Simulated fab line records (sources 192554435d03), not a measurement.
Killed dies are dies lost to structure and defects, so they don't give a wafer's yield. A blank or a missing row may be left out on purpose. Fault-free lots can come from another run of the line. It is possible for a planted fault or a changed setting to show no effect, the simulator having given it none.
fab line records | flow n5Finfet
record lots=24 wafers=72 lastDay=18
route steps=1938 shown HKMG_FIN@430 GATE_CUT@504 MOL_CONTACT_COAG@527
lots with no fault: from the same line, run without faults
startH: the number of hours between the record's first day and the start of the first shown wafer of the lot | waitH: hours elapsed since this lot's preceding step | " unchanged from the row above | L1.1+2: a single row standing in for several wafers | - value missing, or start not given | * or withheld: withheld | < > ~ a bound
route shown NAME@n: names a module that has steps shown in the file, with the first one's number in the route | usual: mean/standard deviation of fault-free wafers | same: alike in all rows | chamber/n: place in a boat | sites: readings site by site | _std_site: their standard deviation | _edge_site: inner sites' mean taken away from outer sites' mean | radiusMm: for every site, how far away it sits from the centre of the wafer | mask NAME#n: copy n | behind: the last tool/chamber to shape the wafer | hold: the reason the lot was held/the length of the hold in hours/how it ended | device: which transistor (n, p or np) failed to switch | end of line: the tests these same wafers got at the end of their route | where a step has no rows: the recipe by itself | killed: at the first sort, the dies lost to defects and structure; wafer yield is something else | map: dies across one wafer; x = killed, . = not, _ = none there
set.NAME: the setting that was run; set.NAME@STEP: the one run at that earlier step | model.NAME: the simulator's own value behind a step, which no gauge read
route steps across a sampled set of lots; one table per step, one row per wafer
services: a tool's chamber out of use, with start hour (startH, from the record's first day; less than 0 if before it), hours out, and reason
## steps
# step N5_HKMG_FIN_CD_MEAS_12
# recipe targetCdNm=92.8 landingEnergyEv=500 detector=seInlens
# usual cdNm=92.5/0.68
# same landingEnergyEv=500
# columns lot.wafer tool chamber startH waitH cdNm
L074.2 cdSem-01 0 74.12 - 92.3
L074.3 " 0 " " 93.3
L074.4 " 0 " " 93.3
L075.1 cdSem-01 0 81.25 - 93.6
L075.3 " 0 " " 94.0
L075.5 " 0 " " 92.7
L076.1 cdSem-01 0 85.78 - 92.9
L076.2 " 0 " " 92.5
L076.5 " 0 " " 92.6
L077.1 cdSem-01 0 91.45 - 92.9
L077.2 " 0 " " 92.2
L077.3 " 0 " " 92.6
L078.3 cdSem-03 0 102.69 - 93.7
L078.5 " 0 " " 92.6
L078.6 " 0 " " 92.3
L079.1 cdSem-02 0 110.25 - 91.8
L079.4 " 0 " " 91.7
L079.6 " 0 " " 91.4
L080.2 cdSem-03 0 112.54 - 91.8
L080.4 " 0 " " 92.5
L080.5 " 0 " " 92.2
L081.1 cdSem-03 0 121.83 - 91.3
L081.2 " 0 " " 91.1
L081.3 " 0 " " 91.0
L082.1 cdSem-01 0 126.50 - 92.8
L082.3 " 0 " " 93.6
L082.6 " 0 " " 93.4
L083.2 cdSem-03 0 128.81 - 92.1
L083.5 " 0 " " 93.6
L083.6 " 0 " " 93.7
L084.3 cdSem-01 0 138.49 - 92.7
L084.5 " 0 " " 92.9
L084.6 " 0 " " 92.5
L085.1 cdSem-01 0 141.53 - 92.1
L085.2 " 0 " " 92.4
L085.5 " 0 " " 92.3
L086.1 cdSem-01 0 150.03 - 93.0
L086.3 " 0 " " 92.5
L086.4 " 0 " " 93.0
L087.2 cdSem-03 0 153.44 - 92.1
L087.3 " 0 " " 92.3
L087.4 " 0 " " 92.0
L088.2 cdSem-03 0 159.39 - 93.1
L088.5 " 0 " " 93.9
L088.6 " 0 " " 93.2
L089.2 cdSem-03 0 165.47 - 91.3
L089.3 " 0 " " 91.6
L089.6 " 0 " " 92.7
L090.1 cdSem-01 0 171.81 - 92.2
L090.2 " 0 " " 91.8
L090.3 " 0 " " 91.7
L091.2 cdSem-01 0 177.27 - 92.8
L091.4 " 0 " " 92.9
L091.5 " 0 " " 92.2
L092.1 cdSem-01 0 184.26 - 93.2
L092.4 " 0 " " 92.7
L092.6 " 0 " " 93.0
L093.1 cdSem-03 0 191.50 - 91.8
L093.3 " 0 " " 91.9
L093.5 " 0 " " 93.1
L094.1 cdSem-01 0 196.33 - 92.6
L094.2 " 0 " " 93.0
L094.5 " 0 " " 91.7
L095.2 cdSem-02 0 202.26 - 93.1
L095.3 " 0 " " 92.6
L095.5 " 0 " " 92.7
L096.2 cdSem-01 0 208.97 - 93.2
L096.4 " 0 " " 91.9
L096.6 " 0 " " 91.8
L097.2 cdSem-03 0 216.09 - 93.2
L097.3 " 0 " " 92.8
L097.6 " 0 " " 92.6
# step N5_HKMG_FIN_W_FILL_22
# recipe material=W targetThkA=600 tempC=400 pressureTorr=39.4 timeS=18.2
# usual heaterPowerW=852/110 throttleValvePct=19.3/0.31
# same timeS=18.2
# columns lot.wafer tool chamber startH waitH heaterPowerW throttleValvePct
L074.2 cvdW-02 1 77.92 0.0 785 18.6
L074.3 " 1 " " 783 18.9
L074.4 " 0 " " 694 19.0
L075.1 cvdW-02 1 84.91 0.0 776 18.9
L075.3 " 1 " " 787 18.5
L075.5 " 0 " " 699 18.9
L076.1 cvdW-01 1 90.09 0.0 1001 19.1
L076.2 " 0 " " 920 19.6
L076.5 " 1 " " 1010 19.4
L077.1 cvdW-01 1 95.09 0.0 1008 19.3
L077.2 " 0 " " 911 19.2
L077.3 " 1 " " 980 19.4
L078.3 cvdW-02 1 106.74 0.0 781 19.0
L078.5 " 0 " " 700 18.8
L078.6 " 1 " " 772 18.9
L079.1 cvdW-01 0 114.05 0.1 904 19.4
L079.4 " 0 " " 906 19.4
L079.6 " 0 " " 914 19.4
L080.2 cvdW-01 0 116.79 0.0 915 19.3
L080.4 " 1 " " 994 19.3
L080.5 " 0 " " 899 19.6
L081.1 cvdW-01 1 125.52 0.0 1001 19.5
L081.2 " 0 " " 899 19.4
L081.3 " 0 " " 906 19.4
L082.1 cvdW-01 0 130.15 0.0 893 19.6
L082.3 " 0 " " 908 19.6
L082.6 " 0 " " 921 19.6
L083.2 cvdW-02 0 132.57 0.0 688 19.1
L083.5 " 0 " " 688 18.7
L083.6 " 1 " " 782 19.3
L084.3 cvdW-01 0 142.23 0.0 901 19.8
L084.5 " 0 " " 901 19.9
L084.6 " 1 " " 1008 19.5
L085.1 cvdW-02 0 145.45 0.0 693 19.1
L085.2 " 1 " " 793 18.9
L085.5 " 1 " " 794 19.1
L086.1 cvdW-02 1 153.68 0.0 797 19.1
L086.3 " 0 " " 713 19.1
L086.4 " 1 " " 776 19.0
L087.2 cvdW-02 1 157.83 0.1 789 19.2
L087.3 " 1 " " 779 19.1
L087.4 " 1 " " 785 19.0
L088.2 cvdW-01 1 163.26 0.0 980 19.5
L088.5 " 1 " " 999 19.6
L088.6 " 0 " " 907 19.6
L089.2 cvdW-02 1 169.29 0.0 775 18.8
L089.3 " 0 " " 691 18.9
L089.6 " 1 " " 775 19.1
L090.1 cvdW-01 1 175.78 0.0 970 19.6
L090.2 " 0 " " 916 19.7
L090.3 " 1 " " 991 19.5
L091.2 cvdW-01 1 180.96 0.0 1006 19.7
L091.4 " 0 " " 918 19.8
L091.5 " 1 " " 1014 19.3
L092.1 cvdW-01 1 187.90 0.0 955 19.7
L092.4 " 1 " " 1018 19.7
L092.6 " 0 " " 876 19.8
L093.1 cvdW-01 1 195.21 0.0 1001 19.7
L093.3 " 0 " " 895 19.5
L093.5 " 0 " " 923 19.7
L094.1 cvdW-01 0 200.00 0.0 888 19.7
L094.2 " 1 " " 975 19.5
L094.5 " 1 " " 1002 19.4
L095.2 cvdW-02 1 205.92 0.0 779 19.3
L095.3 " 1 " " 781 18.8
L095.5 " 1 " " 784 19.1
L096.2 cvdW-02 0 212.63 0.0 684 19.2
L096.4 " 0 " " 699 19.2
L096.6 " 1 " " 756 19.3
L097.2 cvdW-02 1 219.74 0.0 774 19.0
L097.3 " 1 " " 772 18.9
L097.6 " 0 " " 695 19.3
# step N5_GATE_CUT_VAPOR_ETCH_48
# recipe chemistry=BCl3/Cl2 target=TiN mode=isotropic
# usual drypumpMotorCurrentA=5.9/0.38 heBacksideLeakSccm=3.35/0.17 oesProductAu=0.77/0.12
# columns lot.wafer tool chamber startH waitH drypumpMotorCurrentA heBacksideLeakSccm oesProductAu
L074.2 rieMetal-01 0 83.22 0.0 5.7 3.24 1.00
L074.3 " 1 " " 6.1 3.47 0.90
L074.4 " 0 " " 5.7 3.21 1.00
L075.1 rieMetal-03 1 90.31 0.0 5.5 3.60 0.75
L075.3 " 0 " " 5.7 3.30 0.64
L075.5 " 1 " " 5.5 3.45 0.75
L076.1 rieMetal-02 1 95.82 0.0 6.5 3.33 0.74
L076.2 " 0 " " 6.3 3.43 0.58
L076.5 " 0 " " 6.3 3.45 0.58
L077.1 rieMetal-02 0 104.90 0.0 6.3 3.41 0.58
L077.2 " 1 " " 6.5 3.38 0.73
L077.3 " 0 " " 6.3 3.52 0.58
L078.3 rieMetal-02 1 112.44 0.0 6.5 3.18 0.74
L078.5 " 1 " " 6.5 2.97 0.74
L078.6 " 0 " " 6.3 3.45 0.58
L079.1 rieMetal-01 0 119.71 0.0 5.7 3.27 0.98
L079.4 " 1 " " 6.1 3.24 0.90
L079.6 " 0 " " 5.7 3.34 0.98
L080.2 rieMetal-01 1 122.54 0.0 6.1 3.42 0.89
L080.4 " 0 " " 5.7 3.23 0.96
L080.5 " 1 " " 6.1 3.46 0.89
L081.1 rieMetal-02 1 131.07 0.1 6.5 3.13 0.73
L081.2 " 1 " " 6.5 3.10 0.72
L081.3 " 1 " " 6.5 3.09 0.73
L082.1 rieMetal-03 0 135.26 0.0 5.7 3.30 0.64
L082.3 " 0 " " 5.6 3.27 0.64
L082.6 " 1 " " 5.4 3.69 0.75
L083.2 rieMetal-02 0 138.18 0.0 6.3 3.31 0.97
L083.5 " 1 " " 6.5 3.11 0.72
L083.6 " 0 " " 6.3 3.23 0.97
L084.3 rieMetal-01 1 147.33 0.0 6.1 3.55 0.89
L084.5 " 1 " " 6.1 3.36 0.88
L084.6 " 0 " " 5.7 3.34 0.94
L085.1 rieMetal-01 1 150.79 0.0 6.1 3.75 0.88
L085.2 " 0 " " 5.8 3.16 0.92
L085.5 " 0 " " 5.7 3.13 0.93
L086.1 rieMetal-03 0 158.96 0.0 5.6 3.35 0.63
L086.3 " 1 " " 5.5 3.64 0.74
L086.4 " 0 " " 5.7 3.37 0.64
L087.2 rieMetal-01 0 164.53 0.0 5.7 3.13 0.93
L087.3 " 0 " " 5.7 3.36 0.93
L087.4 " 1 " " 6.1 3.51 0.88
L088.2 rieMetal-03 1 169.77 0.0 5.5 3.56 0.72
L088.5 " 0 " " 5.6 3.15 0.63
L088.6 " 1 " " 5.5 3.51 0.72
L089.2 rieMetal-03 0 174.75 0.0 5.6 3.11 0.63
L089.3 " 0 " " 5.6 3.23 0.63
L089.6 " 0 " " 5.6 3.13 0.64
L090.1 rieMetal-02 0 180.89 0.0 6.3 3.21 0.90
L090.2 " 1 " " 6.5 3.22 0.72
L090.3 " 0 " " 6.3 3.37 0.91
L091.2 rieMetal-01 1 186.36 0.0 6.1 3.15 0.86
L091.4 " 1 " " 6.0 3.46 0.86
L091.5 " 0 " " 5.7 3.22 0.92
L092.1 rieMetal-03 1 193.85 0.0 5.5 3.39 0.72
L092.4 " 0 " " 5.7 3.19 0.63
L092.6 " 0 " " 5.7 3.28 0.63
L093.1 rieMetal-02 1 200.51 0.0 6.5 3.28 0.71
L093.3 " 1 " " 6.5 3.19 0.71
L093.5 " 1 " " 6.5 3.29 0.71
L094.1 rieMetal-03 0 205.14 0.0 5.7 3.42 0.63
L094.2 " 1 " " 5.5 3.62 0.72
L094.5 " 1 " " 5.5 3.69 0.73
L095.2 rieMetal-02 1 211.01 0.0 6.5 3.31 0.72
L095.3 " 1 " " 6.5 3.25 0.72
L095.5 " 1 " " 6.5 3.15 0.71
L096.2 rieMetal-03 0 217.95 0.0 5.7 3.29 0.62
L096.4 " 1 " " 5.5 3.46 0.72
L096.6 " 1 " " 5.5 3.61 0.72
L097.2 rieMetal-03 0 225.79 0.0 5.7 3.27 0.62
L097.3 " 1 " " 5.5 3.37 0.72
L097.6 " 1 " " 5.5 3.63 0.71
# step N5_GATE_CUT_VAPOR_ETCH_51
# recipe chemistry=BCl3/Cl2 target=HfO2 mode=isotropic
# usual drypumpMotorCurrentA=5.9/0.38 heBacksideLeakSccm=3.36/0.17 oesProductAu=0.77/0.12
# columns lot.wafer tool chamber startH waitH drypumpMotorCurrentA heBacksideLeakSccm oesProductAu
L074.2 rieMetal-01 0 83.28 0.0 5.7 3.17 1.00
L074.3 " 1 " " 6.1 3.43 0.90
L074.4 " 0 " " 5.7 3.26 1.00
L075.1 rieMetal-03 1 90.37 0.0 5.5 3.51 0.76
L075.3 " 0 " " 5.7 3.39 0.65
L075.5 " 1 " " 5.5 3.47 0.75
L076.1 rieMetal-02 1 95.88 0.0 6.5 3.23 0.74
L076.2 " 0 " " 6.3 3.39 0.59
L076.5 " 0 " " 6.3 3.36 0.59
L077.1 rieMetal-02 0 104.96 0.0 6.3 3.47 0.59
L077.2 " 1 " " 6.5 3.40 0.74
L077.3 " 0 " " 6.3 3.42 0.58
L078.3 rieMetal-02 1 112.50 0.0 6.5 3.20 0.73
L078.5 " 1 " " 6.5 3.30 0.73
L078.6 " 0 " " 6.3 3.41 0.58
L079.1 rieMetal-01 0 119.77 0.0 5.7 3.15 0.97
L079.4 " 1 " " 6.1 3.51 0.89
L079.6 " 0 " " 5.7 3.27 0.98
L080.2 rieMetal-01 1 122.60 0.0 6.0 3.61 0.90
L080.4 " 0 " " 5.7 3.42 0.95
L080.5 " 1 " " 6.0 3.50 0.89
L081.1 rieMetal-02 1 131.19 0.1 6.5 3.37 0.73
L081.2 " 1 " " 6.5 3.33 0.73
L081.3 " 1 " " 6.5 3.37 0.73
L082.1 rieMetal-03 0 135.32 0.0 5.7 3.30 0.63
L082.3 " 0 " " 5.7 3.16 0.64
L082.6 " 1 " " 5.5 3.54 0.73
L083.2 rieMetal-02 0 138.24 0.0 6.3 3.16 0.97
L083.5 " 1 " " 6.5 3.20 0.72
L083.6 " 0 " " 6.3 3.34 0.97
L084.3 rieMetal-01 1 147.39 0.0 6.1 3.31 0.88
L084.5 " 1 " " 6.0 3.46 0.88
L084.6 " 0 " " 5.7 3.44 0.93
L085.1 rieMetal-01 1 150.85 0.0 6.1 3.54 0.88
L085.2 " 0 " " 5.7 3.25 0.93
L085.5 " 0 " " 5.7 3.30 0.94
L086.1 rieMetal-03 0 159.02 0.0 5.7 3.23 0.63
L086.3 " 1 " " 5.5 3.50 0.72
L086.4 " 0 " " 5.6 3.17 0.63
L087.2 rieMetal-01 0 164.59 0.0 5.7 3.18 0.92
L087.3 " 0 " " 5.7 3.44 0.92
L087.4 " 1 " " 6.1 3.37 0.88
L088.2 rieMetal-03 1 169.83 0.0 5.5 3.51 0.73
L088.5 " 0 " " 5.6 3.26 0.63
L088.6 " 1 " " 5.5 3.58 0.73
L089.2 rieMetal-03 0 174.81 0.0 5.7 3.27 0.64
L089.3 " 0 " " 5.7 3.30 0.63
L089.6 " 0 " " 5.7 3.33 0.63
L090.1 rieMetal-02 0 180.95 0.0 6.3 3.35 0.91
L090.2 " 1 " " 6.5 3.19 0.72
L090.3 " 0 " " 6.3 3.31 0.92
L091.2 rieMetal-01 1 186.42 0.0 6.1 3.49 0.86
L091.4 " 1 " " 6.1 3.48 0.87
L091.5 " 0 " " 5.7 3.45 0.91
L092.1 rieMetal-03 1 193.91 0.0 5.5 3.32 0.74
L092.4 " 0 " " 5.6 3.25 0.64
L092.6 " 0 " " 5.6 3.32 0.63
L093.1 rieMetal-02 1 200.57 0.0 6.5 3.17 0.71
L093.3 " 1 " " 6.5 3.12 0.72
L093.5 " 1 " " 6.5 3.10 0.72
L094.1 rieMetal-03 0 205.20 0.0 5.6 3.17 0.64
L094.2 " 1 " " 5.5 3.44 0.73
L094.5 " 1 " " 5.5 3.59 0.73
L095.2 rieMetal-02 1 211.07 0.0 6.5 3.18 0.71
L095.3 " 1 " " 6.5 3.35 0.70
L095.5 " 1 " " 6.5 3.24 0.72
L096.2 rieMetal-03 0 218.01 0.0 5.7 3.10 0.63
L096.4 " 1 " " 5.5 3.70 0.72
L096.6 " 1 " " 5.5 3.51 0.72
L097.2 rieMetal-03 0 225.85 0.0 5.7 3.17 0.63
L097.3 " 1 " " 5.5 3.69 0.73
L097.6 " 1 " " 5.5 3.59 0.73
# step N5_MOL_CONTACT_COAG_OVL_MEAS_09
# recipe pointsPerWafer=522
# usual CA_OVL=-0.3/0.8
# columns lot.wafer tool chamber startH waitH CA_OVL[nm]
L074.2 overlay-01 0 86.35 0.0 -0.6
L074.3 " 0 " " -0.3
L074.4 " 0 " " 0.8
L075.1 overlay-01 0 93.68 0.0 0.5
L075.3 " 0 " " 0.2
L075.5 " 0 " " 0.1
L076.1 overlay-02 0 103.43 0.0 -1.2
L076.2 " 0 " " 0.9
L076.5 " 0 " " 0.2
L077.1 overlay-01 0 108.02 0.0 -0.9
L077.2 " 0 " " -0.9
L077.3 " 0 " " -0.8
L078.3 overlay-02 0 115.55 0.0 -0.1
L078.5 " 0 " " -0.4
L078.6 " 0 " " -1.8
L079.1 overlay-02 0 123.01 0.0 -0.1
L079.4 " 0 " " -1.7
L079.6 " 0 " " -1.1
L080.2 overlay-02 0 126.06 0.0 0.4
L080.4 " 0 " " -0.3
L080.5 " 0 " " 0.0
L081.1 overlay-01 0 134.31 0.0 -0.2
L081.2 " 0 " " -0.4
L081.3 " 0 " " 1.0
L082.1 overlay-01 0 138.54 0.0 -0.4
L082.3 " 0 " " -1.4
L082.6 " 0 " " -0.8
L083.2 overlay-02 0 141.57 0.0 -2.2
L083.5 " 0 " " -0.9
L083.6 " 0 " " -0.9
L084.3 overlay-01 0 150.76 0.0 -0.4
L084.5 " 0 " " -0.3
L084.6 " 0 " " -0.5
L085.1 overlay-02 0 154.21 0.0 -0.8
L085.2 " 0 " " -0.9
L085.5 " 0 " " -0.6
L086.1 overlay-01 0 163.02 0.0 -1.2
L086.3 " 0 " " -1.4
L086.4 " 0 " " -0.3
L087.2 overlay-02 0 167.87 0.0 0.7
L087.3 " 0 " " -0.1
L087.4 " 0 " " -0.4
L088.2 overlay-02 0 173.10 0.0 0.5
L088.5 " 0 " " 0.8
L088.6 " 0 " " -0.7
L089.2 overlay-01 0 178.05 0.0 -0.5
L089.3 " 0 " " -1.2
L089.6 " 0 " " -1.9
L090.1 overlay-01 0 184.14 0.0 -0.5
L090.2 " 0 " " -0.2
L090.3 " 0 " " -1.1
L091.2 overlay-01 0 189.49 0.0 1.1
L091.4 " 0 " " 1.5
L091.5 " 0 " " 2.4
L092.1 overlay-01 0 197.13 0.0 -0.1
L092.4 " 0 " " 1.0
L092.6 " 0 " " 0.7
L093.1 overlay-02 0 203.63 0.0 -0.3
L093.3 " 0 " " 0.5
L093.5 " 0 " " 0.3
L094.1 overlay-01 0 208.86 0.0 0.3
L094.2 " 0 " " -0.9
L094.5 " 0 " " 0.0
L095.2 overlay-02 0 214.13 0.0 -0.6
L095.3 " 0 " " -0.3
L095.5 " 0 " " -0.4
L096.2 overlay-01 0 221.41 0.0 0.4
L096.4 " 0 " " 1.1
L096.6 " 0 " " 0.0
L097.2 overlay-02 0 228.96 0.0 -0.2
L097.3 " 0 " " -0.2
L097.6 " 0 " " -1.0
# step N5_MOL_CONTACT_COAG_DESCUM_13
# recipe chemistry=O2 timeS=7 sourcePowerW=50 biasPowerW=20 pressureMtorr=20 rfFrequencyHz=2.712e+07 tempC=40 resist=CAR-EUV o2FlowSccm=225
# usual biasPowerW=19.99/0.061 drypumpMotorCurrentA=5.7/0.51 oesProductAu=0.81/0.093 rfVppV=242.4/1.1 showerheadPlenumPTorr=2.05/0.05 throttleValvePct=20.48/0.18
# same timeS=7
# columns lot.wafer tool chamber startH waitH biasPowerW drypumpMotorCurrentA oesProductAu rfHoursCounterH rfVppV showerheadPlenumPTorr throttleValvePct
L074.2 rieDiel-04 1 86.91 0.5 19.91 6.2 0.91 20 242.3 2.07 20.31
L074.3 " 3 " " 19.95 5.7 0.92 30 242.4 2.07 20.68
L074.4 " 2 " " 20.03 5.9 0.72 190 241.4 2.06 20.46
L075.1 rieDiel-04 3 93.77 0.0 19.96 5.7 0.92 33 242.9 2.07 20.69
L075.3 " 0 " " 19.94 5.5 0.77 114 242.8 2.01 20.34
L075.5 " 3 " " 19.91 5.7 0.92 - 242.7 2.07 20.68
L076.1 rieDiel-03 2 103.78 0.3 20.04 4.8 1.01 1 244.3 2.07 20.08
L076.2 " 1 " " 20.00 6.6 0.71 200 240.8 1.98 20.57
L076.5 " 0 " " 19.95 5.0 0.95 - 243.9 2.16 20.61
L077.1 rieDiel-06 0 108.11 0.0 19.93 5.1 0.88 35 243.1 2.04 20.32
L077.2 " 3 " " 19.90 6.6 0.70 242 243.9 2.08 20.84
L077.3 " 1 " " 19.88 4.8 0.85 67 242.2 2.02 20.30
L078.3 rieDiel-04 2 115.64 0.0 19.99 5.8 0.71 201 241.7 2.06 20.51
L078.5 " 2 " " 20.00 5.9 0.71 - 242.5 2.06 20.49
L078.6 " 1 " " 19.96 6.1 0.90 - 242.8 2.06 20.32
L079.1 rieDiel-03 1 123.11 0.0 19.88 6.6 0.70 209 241.9 1.98 20.60
L079.4 " 3 " " 19.85 6.5 1.00 1 245.7 2.23 20.05
L079.6 " 0 " " 20.02 5.0 0.94 - 245.6 2.16 20.63
L080.2 rieDiel-06 0 126.14 0.0 20.00 5.2 0.87 40 243.3 2.03 20.34
L080.4 " 2 " " 19.93 5.4 0.74 202 241.7 1.98 20.55
L080.5 " 3 " " 19.97 6.7 0.69 - 242.2 2.08 20.85
L081.1 rieDiel-04 2 134.41 0.0 19.96 5.8 0.70 210 243.1 2.05 20.51
L081.2 " 1 " " 19.88 6.1 0.89 34 243.7 2.06 20.33
L081.3 " 0 " " 20.03 5.5 0.76 129 240.3 2.00 20.36
L082.1 rieDiel-04 0 138.63 0.0 20.05 5.5 0.76 130 242.3 2.00 20.38
L082.3 " 2 " " 19.98 5.8 0.70 211 243.0 2.05 20.52
L082.6 " 3 " " 19.94 5.6 0.88 - 243.8 2.07 20.71
L083.2 rieDiel-04 2 141.78 0.2 19.92 5.8 0.69 213 242.8 2.05 20.52
L083.5 " 3 " " 19.96 5.6 0.88 - 241.7 2.07 20.70
L083.6 " 2 " " 19.97 5.9 0.70 - 243.5 2.05 20.51
L084.3 rieDiel-04 1 150.84 0.0 20.13 6.1 0.87 39 243.9 2.06 20.33
L084.5 " 2 " " 19.94 5.8 0.69 - 241.5 2.05 20.52
L084.6 " 1 " " 19.98 6.1 0.88 - 244.3 2.06 20.34
L085.1 rieDiel-04 1 154.45 0.2 19.94 6.1 0.88 41 242.3 2.06 20.33
L085.2 " 3 " " 20.03 5.6 0.88 56 242.0 2.06 20.71
L085.5 " 3 " " 19.85 5.6 0.88 - 243.5 2.06 20.72
L086.1 rieDiel-03 2 163.17 0.1 20.04 4.8 0.92 25 241.8 2.07 20.09
L086.3 " 3 " " 20.14 6.5 0.94 15 244.4 2.22 20.08
L086.4 " 0 " " 19.89 5.0 0.90 33 243.5 2.15 20.64
L087.2 rieDiel-04 1 167.97 0.1 19.95 6.2 0.86 47 241.4 2.06 20.34
L087.3 " 2 " " 19.99 5.8 0.70 224 242.4 2.05 20.52
L087.4 " 0 " " 20.13 5.5 0.75 137 241.4 2.00 20.40
L088.2 rieDiel-04 1 173.19 0.0 20.01 6.1 0.86 49 242.4 2.06 20.35
L088.5 " 3 " " 19.96 5.7 0.87 - 242.2 2.06 20.74
L088.6 " 2 " " 19.98 5.8 0.68 - 240.4 2.05 20.51
L089.2 rieDiel-06 2 178.14 0.0 20.04 5.4 0.72 224 242.6 1.97 20.58
L089.3 " 3 " " 19.99 6.7 0.96 11 241.7 2.07 20.54
L089.6 " 1 " " 20.03 4.9 0.82 - 241.8 2.01 20.33
L090.1 rieDiel-04 0 184.23 0.0 20.01 5.5 0.75 141 242.6 2.00 20.38
L090.2 " 3 " " 19.88 5.6 0.86 66 241.5 2.06 20.73
L090.3 " 1 " " 20.05 6.1 0.87 52 242.7 2.06 20.35
L091.2 rieDiel-04 3 189.57 0.0 19.94 5.7 0.86 68 242.0 2.06 20.73
L091.4 " 0 " " 20.15 5.5 0.76 142 242.1 2.00 20.39
L091.5 " 0 " " 20.08 5.5 0.75 - 242.0 2.00 20.39
L092.1 rieDiel-04 2 197.22 0.0 19.93 5.8 0.68 234 242.8 2.05 20.54
L092.4 " 0 " " 19.92 5.5 0.74 145 242.0 2.00 20.39
L092.6 " 0 " " 20.00 5.5 0.74 - 242.4 2.00 20.40
L093.1 rieDiel-06 2 203.72 0.0 19.87 5.4 0.70 232 242.5 1.97 20.60
L093.3 " 0 " " 19.92 5.1 0.83 71 242.0 2.02 20.37
L093.5 " 3 " " 20.03 6.7 0.94 - 243.2 2.07 20.54
L094.1 rieDiel-04 0 208.95 0.0 19.89 5.5 0.74 149 241.8 2.00 20.41
L094.2 " 1 " " 19.96 6.2 0.85 60 241.8 2.05 20.36
L094.5 " 1 " " 19.98 6.1 0.84 - 242.0 2.06 20.35
L095.2 rieDiel-04 3 214.22 0.0 20.03 5.7 0.86 77 240.7 2.06 20.75
L095.3 " 1 " " 19.95 6.1 0.85 62 242.2 2.05 20.37
L095.5 " 2 " " 20.06 5.8 0.68 - 242.3 2.04 20.55
L096.2 rieDiel-06 1 221.50 0.0 20.04 4.9 0.81 108 242.3 2.00 20.35
L096.4 " 2 " " 19.98 5.4 0.71 238 243.0 1.97 20.62
L096.6 " 0 " " 20.04 5.2 0.83 - 241.0 2.02 20.39
L097.2 rieDiel-03 2 229.14 0.1 19.94 4.8 0.87 49 242.2 2.06 20.13
L097.3 " 3 " " 20.08 6.5 0.89 39 245.1 2.21 20.11
L097.6 " 1 " " 19.98 6.6 0.68 - 242.3 1.96 20.64
## services
# columns tool chamber startH hours kind
rieMetal-01 0 59.84 - clean
rieMetal-01 0 59.84 21.8 scheduledDown
rieMetal-01 0 59.84 21.8 ventCycle
rieMetal-03 0 65.83 10.6 repair
rieDiel-06 3 81.71 6.0 repair
rieMetal-03 1 84.71 4.5 repair
cvdW-01 0 95.28 1.3 repair
rieDiel-03 - 97.60 2.8 pm
rieMetal-01 - 99.24 14.6 pm
cvdW-01 1 105.29 8.7 repair
cvdW-02 - 111.07 6.9 pm
rieMetal-02 0 113.85 - clean
rieMetal-02 0 113.85 18.5 scheduledDown
rieMetal-02 0 113.85 18.5 ventCycle
rieMetal-01 - 114.03 1.3 repair
rieDiel-04 1 120.81 9.9 repair
rieMetal-02 1 140.89 24.9 repair
rieDiel-04 0 148.13 8.1 repair
cvdW-01 0 149.44 6.0 repair
cvdW-02 0 154.36 4.9 repair
cvdW-02 - 175.31 28.1 pm
rieMetal-02 - 177.85 0.3 repair
rieMetal-01 0 188.31 14.9 repair
cvdW-01 1 210.35 - calibration
## key
fault none
